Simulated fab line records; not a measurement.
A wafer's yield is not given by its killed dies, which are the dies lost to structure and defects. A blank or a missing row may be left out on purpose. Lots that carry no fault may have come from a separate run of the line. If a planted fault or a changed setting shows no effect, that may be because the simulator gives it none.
Chamber matching + flow nand_harc + NHARC_P_BONDPAD_DESCUM_11 on rie_diel-12 has 4 sister chambers
The step chemistry O2, time 3 s. 20 wafers are shown with their chamber, then 10 later ones without.

## WAFERS, EACH WITH ITS CHAMBER
| wafer  | chamber | showerhead_plenum_p_Torr (Torr) | drypump_motor_current_A (A) | oes_product_au (a.u.) |
|--------|---------|---------------------------------|-----------------------------|-----------------------|
| L078.1 | 0       | 2.02                            | 6.2                         | 1.000                 |
| L078.3 | 1       | 2.05                            | 6.3                         | 1.002                 |
| L078.5 | 3       | 1.89                            | 5.3                         | 0.995                 |
| L081.1 | 3       | 1.89                            | 5.3                         | 1.014                 |
| L081.2 | 1       | 2.05                            | 6.4                         | 1.007                 |
| L081.3 | 2       | 1.96                            | 5.7                         | 1.004                 |
| L082.3 | 3       | 1.89                            | 5.3                         | 1.008                 |
| L082.4 | 2       | 1.97                            | 5.7                         | 0.988                 |
| L082.5 | 3       | 1.89                            | 5.3                         | 1.003                 |
| L083.1 | 3       | 1.89                            | 5.3                         | 1.011                 |
| L083.4 | 2       | 1.97                            | 5.7                         | 0.997                 |
| L083.6 | 3       | 1.89                            | 5.3                         | 1.002                 |
| L086.1 | 2       | 1.96                            | 5.7                         | 0.975                 |
| L086.4 | 1       | 2.05                            | 6.4                         | 0.988                 |
| L086.6 | 3       | 1.89                            | 5.3                         | 1.004                 |
| L088.2 | 0       | 2.02                            | 6.2                         | 1.006                 |
| L088.3 | 2       | 1.96                            | 5.7                         | 0.987                 |
| L088.5 | 3       | 1.89                            | 5.3                         | 0.998                 |
| L089.3 | 3       | 1.89                            | 5.3                         | 1.000                 |
| L089.4 | 3       | 1.89                            | 5.3                         | 1.012                 |

SIGNATURES (averages over the wafers above)
| reading                  | chamber 0 | chamber 1 | chamber 2 | chamber 3 | scatter within a chamber |
|--------------------------|-----------|-----------|-----------|-----------|--------------------------|
| showerhead_plenum_p_Torr | 2.0200    | 2.0500    | 1.9640    | 1.8900    | 0.00274                  |
| drypump_motor_current_A  | 6.200     | 6.367     | 5.700     | 5.300     | 0.0204                   |
| oes_product_au           | 1.00300   | 0.99900   | 0.99020   | 1.00470   | 0.00813                  |
Rule: distance of a wafer from a chamber = root of the sum over the readings of ((wafer's reading minus chamber's mean) / reading's scatter) squared. The wafer belongs to the nearest chamber; if the next one is less than 2 further off, it can't be placed. The scatter is the square root of a quotient: the sum, over the shown wafers, of each reading's squared deviation from its chamber's mean, divided by wafers minus chambers.

## WAFERS WHOSE CHAMBER IS MISSING
| wafer  | showerhead_plenum_p_Torr (Torr) | drypump_motor_current_A (A) | oes_product_au (a.u.) |
|--------|---------------------------------|-----------------------------|-----------------------|
| L089.5 | 2.02                            | 6.2                         | 1.006                 |
| L091.1 | 2.05                            | 6.4                         | 0.994                 |
| L091.3 | 1.96                            | 5.7                         | 0.986                 |
| L091.4 | 2.02                            | 6.2                         | 1.015                 |
| L093.3 | 1.96                            | 5.7                         | 0.992                 |
| L093.5 | 1.96                            | 5.7                         | 0.985                 |
| L093.6 | 1.88                            | 5.3                         | 1.008                 |
| L096.1 | 1.96                            | 5.7                         | 0.981                 |
| L096.5 | 1.88                            | 5.3                         | 1.008                 |
| L096.6 | 2.02                            | 6.2                         | 1.011                 |

## THE CHAMBER EACH PASSED THROUGH
| wafer  | from the rows above | in truth |
|--------|---------------------|----------|
| L089.5 | 0                   | 0        |
| L091.1 | 1                   | 1        |
| L091.3 | 2                   | 2        |
| L091.4 | 0                   | 0        |
| L093.3 | 2                   | 2        |
| L093.5 | 2                   | 2        |
| L093.6 | 3                   | 3        |
| L096.1 | 2                   | 2        |
| L096.5 | 3                   | 3        |
| L096.6 | 0                   | 0        |
Correctly placed: 10 of 10. Not placeable from these rows: 0. Number placed wrongly: 0.
